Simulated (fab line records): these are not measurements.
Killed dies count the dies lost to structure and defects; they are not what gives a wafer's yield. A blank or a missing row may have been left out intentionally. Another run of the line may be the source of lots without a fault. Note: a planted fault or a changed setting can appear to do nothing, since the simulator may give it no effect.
Split-lot experiment :: flow n5Finfet :: 21 wafers read from 7 lots, route of 1938 steps

ON THE SPLIT
At N5_BEOL_M6_COAT_60 (time 60 s, resist thk 35 nm), the setting spinRpm was moved away from the recipe's 1500 rpm on 8 of the 21 wafers read, by -11.2% to +11.1%. The other wafers ran this setting at the recipe's value.

FROM THE SPLIT TO THE READING: what the file shows between them, 3 steps
- N5_BEOL_M6_COAT_05: resist thk 90 nm
- N5_BEOL_M6_EBR_07
- N5_BEOL_M6_DESCUM_16: chemistry O2, time 7.9 s

THE READING
CAR-ArF_of_BEOL_M6_COAT_05.thkNm (the simulator's own value, which no gauge read), in nm, at N5_BEOL_M6_ETCH_61 (etches SiARC in CF4, target depth 45.5 nm, time 75.8 s). The file does not state a usual value for it. The 13 wafers here that ran the recipe average 51.2 nm, standard deviation 0.17 nm.

wafer: L077.3
tool, chamber at the split: lithoTrack-03, 0
spinRpm as run, rpm: 1332
against the recipe: -11.2%
CAR-ArF_of_BEOL_M6_COAT_05.thkNm, nm: 49
against lot-mates on the recipe: -2.2

wafer: L077.5
tool, chamber at the split: lithoTrack-03, 0
spinRpm as run, rpm: 1500
against the recipe: recipe
CAR-ArF_of_BEOL_M6_COAT_05.thkNm, nm: 51.2
against lot-mates on the recipe: -

wafer: L077.6
tool, chamber at the split: lithoTrack-03, 0
spinRpm as run, rpm: 1500
against the recipe: recipe
CAR-ArF_of_BEOL_M6_COAT_05.thkNm, nm: 51.2
against lot-mates on the recipe: -

wafer: L081.3
tool, chamber at the split: lithoTrack-03, 0
spinRpm as run, rpm: 1667
against the recipe: +11.1%
CAR-ArF_of_BEOL_M6_COAT_05.thkNm, nm: 53.2
against lot-mates on the recipe: +1.9

wafer: L081.4
tool, chamber at the split: lithoTrack-03, 0
spinRpm as run, rpm: 1500
against the recipe: recipe
CAR-ArF_of_BEOL_M6_COAT_05.thkNm, nm: 51.4
against lot-mates on the recipe: -

wafer: L081.5
tool, chamber at the split: lithoTrack-03, 0
spinRpm as run, rpm: 1500
against the recipe: recipe
CAR-ArF_of_BEOL_M6_COAT_05.thkNm, nm: 51.2
against lot-mates on the recipe: -

wafer: L084.1
tool, chamber at the split: lithoTrack-02, 0
spinRpm as run, rpm: 1660
against the recipe: +10.7%
CAR-ArF_of_BEOL_M6_COAT_05.thkNm, nm: 52.8
against lot-mates on the recipe: +1.8

wafer: L084.2
tool, chamber at the split: lithoTrack-02, 0
spinRpm as run, rpm: 1500
against the recipe: recipe
CAR-ArF_of_BEOL_M6_COAT_05.thkNm, nm: 51
against lot-mates on the recipe: -

wafer: L084.3
tool, chamber at the split: lithoTrack-02, 0
spinRpm as run, rpm: 1660
against the recipe: +10.7%
CAR-ArF_of_BEOL_M6_COAT_05.thkNm, nm: 52.8
against lot-mates on the recipe: +1.8

wafer: L085.2
tool, chamber at the split: lithoTrack-03, 0
spinRpm as run, rpm: 1500
against the recipe: recipe
CAR-ArF_of_BEOL_M6_COAT_05.thkNm, nm: 51.2
against lot-mates on the recipe: -

wafer: L085.3
tool, chamber at the split: lithoTrack-03, 0
spinRpm as run, rpm: 1500
against the recipe: recipe
CAR-ArF_of_BEOL_M6_COAT_05.thkNm, nm: 51.4
against lot-mates on the recipe: -

wafer: L085.5
tool, chamber at the split: lithoTrack-03, 0
spinRpm as run, rpm: 1500
against the recipe: recipe
CAR-ArF_of_BEOL_M6_COAT_05.thkNm, nm: 51
against lot-mates on the recipe: -

wafer: L091.1
tool, chamber at the split: lithoTrack-05, 0
spinRpm as run, rpm: 1618
against the recipe: +7.9%
CAR-ArF_of_BEOL_M6_COAT_05.thkNm, nm: 52.4
against lot-mates on the recipe: +1.1

wafer: L091.4
tool, chamber at the split: lithoTrack-05, 0
spinRpm as run, rpm: 1500
against the recipe: recipe
CAR-ArF_of_BEOL_M6_COAT_05.thkNm, nm: 51.4
against lot-mates on the recipe: -

wafer: L091.6
tool, chamber at the split: lithoTrack-05, 0
spinRpm as run, rpm: 1500
against the recipe: recipe
CAR-ArF_of_BEOL_M6_COAT_05.thkNm, nm: 51.2
against lot-mates on the recipe: -

wafer: L089.1
tool, chamber at the split: lithoTrack-02, 0
spinRpm as run, rpm: 1596
against the recipe: +6.4%
CAR-ArF_of_BEOL_M6_COAT_05.thkNm, nm: 52.4
against lot-mates on the recipe: +0.8

wafer: L089.4
tool, chamber at the split: lithoTrack-02, 0
spinRpm as run, rpm: 1596
against the recipe: +6.4%
CAR-ArF_of_BEOL_M6_COAT_05.thkNm, nm: 52.2
against lot-mates on the recipe: +0.6

wafer: L089.5
tool, chamber at the split: lithoTrack-02, 0
spinRpm as run, rpm: 1500
against the recipe: recipe
CAR-ArF_of_BEOL_M6_COAT_05.thkNm, nm: 51.6
against lot-mates on the recipe: -

wafer: L094.2
tool, chamber at the split: lithoTrack-03, 0
spinRpm as run, rpm: 1500
against the recipe: recipe
CAR-ArF_of_BEOL_M6_COAT_05.thkNm, nm: 51.2
against lot-mates on the recipe: -

wafer: L094.4
tool, chamber at the split: lithoTrack-03, 0
spinRpm as run, rpm: 1500
against the recipe: recipe
CAR-ArF_of_BEOL_M6_COAT_05.thkNm, nm: 51
against lot-mates on the recipe: -

wafer: L094.6
tool, chamber at the split: lithoTrack-03, 0
spinRpm as run, rpm: 1448
against the recipe: -3.5%
CAR-ArF_of_BEOL_M6_COAT_05.thkNm, nm: 50.2
against lot-mates on the recipe: -0.9

THE FIT
A straight line over all 21 wafers: CAR-ArF_of_BEOL_M6_COAT_05.thkNm changes by +0.173 nm for each +1% of spinRpm; r = +0.98; the points scatter about the line by 0.2 nm.
The same after taking each lot's own level away (the mean of its wafers on the recipe; 21 wafers): +0.171 nm for each +1%; r = +0.98; scatter 0.17 nm.
The reading moves by 1.9 nm for the largest change in spinRpm, on that fit.
The lots' own levels span 51.00 to 51.60 nm, that is 3.5 times the standard deviation above.
So the lot-to-lot level changes the slope little: the two slopes agree.
Check: -1.88 nm against its lot-mates is what the line predicts for one of the wafers moved furthest among these (-11.2%) when that wafer is left out of the fit. It came out at -2.2 nm against them.

THE OTHER SPLITS THESE WAFERS WENT THROUGH
These wafers also went through other splits before the reading. Each is held against what the fit with the lots' levels taken away leaves over:
other split on the same wafers: N5_BEOL_M3_EXPOSE_08 doseMj
wafers away from the commonest value: 7
r with CAR-ArF_of_BEOL_M6_COAT_05.thkNm (lot level and that fit taken away): -0.24

other split on the same wafers: N5_BEOL_M4_DESCUM_16 timeS
wafers away from the commonest value: 7
r with CAR-ArF_of_BEOL_M6_COAT_05.thkNm (lot level and that fit taken away): -0.22

other split on the same wafers: N5_BEOL_M4_TRENCH_ETCH_37 timeS
wafers away from the commonest value: 6
r with CAR-ArF_of_BEOL_M6_COAT_05.thkNm (lot level and that fit taken away): -0.10

other split on the same wafers: N5_BEOL_M5_COAT_71 spinRpm
wafers away from the commonest value: 5
r with CAR-ArF_of_BEOL_M6_COAT_05.thkNm (lot level and that fit taken away): -0.23

THE WHOLE CHAIN: every reading that the file lists as answering this split, in the file's order
step: N5_BEOL_M6_COAT_60
what it does: time 60 s, resist thk 35 nm
reading: SiARC_of_BEOL_M6_COAT_60.thkNm (the simulator's own value, which no gauge read)
change (the file's fit): -0.177 nm for each +1% of the setting
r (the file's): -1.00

step: N5_BEOL_M6_ETCH_61
what it does: etches SiARC in CF4, target depth 45.5 nm, time 75.8 s
reading: etchRfOnTimeS
change (the file's fit): withheld for each +1% of the setting
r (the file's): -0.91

step: N5_BEOL_M6_ETCH_61
what it does: etches SiARC in CF4, target depth 45.5 nm, time 75.8 s
reading: etch.depthNm (the simulator's own value, which no gauge read)
change (the file's fit): -0.175 nm for each +1% of the setting
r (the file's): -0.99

step: N5_BEOL_M6_ETCH_61
what it does: etches SiARC in CF4, target depth 45.5 nm, time 75.8 s
reading: CAR-ArF_of_BEOL_M6_COAT_05.thkNm (the simulator's own value, which no gauge read)
change (the file's fit): +0.17 nm for each +1% of the setting
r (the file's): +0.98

THE FILE'S OWN FIT
CAR-ArF_of_BEOL_M6_COAT_05.thkNm changes by +0.17 nm for each +1% of spinRpm, r = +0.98.
